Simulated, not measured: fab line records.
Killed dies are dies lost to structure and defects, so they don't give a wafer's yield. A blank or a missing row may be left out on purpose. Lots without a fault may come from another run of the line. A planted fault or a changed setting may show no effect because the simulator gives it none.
Matching of chambers    flow nand_harc    NHARC_A_BONDPAD_CMP_29 on cmp-02: 4 sister chambers
The step polishes SiCN, target thk 200 nm. 16 wafers are shown with their chamber, then 8 later ones without.

== WAFERS WITH THEIR CHAMBER ==
wafer   chamber  motor_current_A (A)  retaining_ring_pressure_frac
L079.3  0        12.8                 0.986
L079.4  1        12.6                 1.002
L079.5  1        11.9                 1.000
L085.2  1        12.4                 0.994
L085.4  3        10.3                 1.000
L085.6  1        11.9                 1.006
L084.1  3        10.0                 1.007
L084.4  0        12.9                 0.988
L084.5  1        12.2                 1.003
L086.2  1        12.5                 0.993
L086.5  2        11.7                 0.996
L086.6  1        12.3                 0.994
L089.1  1        13.0                 0.996
L089.4  2        11.9                 1.000
L089.5  3        10.2                 0.990
L088.2  3        10.5                 1.010

SIGNATURES, as means of the wafers listed above
reading                       chamber 0  chamber 1  chamber 2  chamber 3  scatter within a chamber
motor_current_A               12.850     12.350     11.800     10.250     0.302
retaining_ring_pressure_frac  0.98700    0.99850    0.99800    1.00175    0.00588
Rule: a wafer lies at a distance from a chamber equal to the root of the sum of squares, over the readings, of (its reading less the chamber's mean, divided by the reading's scatter). The wafer belongs to the nearest chamber; if the next one is less than 2 further off, it can't be placed. The scatter is the square root of a quotient: the sum, over the shown wafers, of each reading's squared deviation from its chamber's mean, divided by wafers minus chambers.

== WAFERS WHOSE CHAMBER IS MISSING ==
wafer   motor_current_A (A)  retaining_ring_pressure_frac
L088.4  12.2                 1.004
L088.5  12.0                 0.997
L092.3  10.5                 1.002
L092.4  11.8                 0.987
L092.6  12.7                 1.001
L096.3  12.9                 1.013
L096.4  12.2                 0.995
L096.5  11.4                 1.006

== WHICH CHAMBER EACH ONE RAN IN ==
wafer   from the rows above           in truth
L088.4  can't be placed: 1 or 2       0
L088.5  can't be placed: 2 or 1       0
L092.3  3                             3
L092.4  can't be placed: 2 or 1 or 0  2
L092.6  can't be placed: 1 or 0 or 2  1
L096.3  can't be placed: 1 or 0 or 2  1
L096.4  can't be placed: 1 or 2 or 0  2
L096.5  can't be placed: 2 or 1 or 3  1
Correctly placed: 1 of 8. Not placeable from these rows: 7 (in 5, the candidates include the true chamber). Wrongly placed: 0.
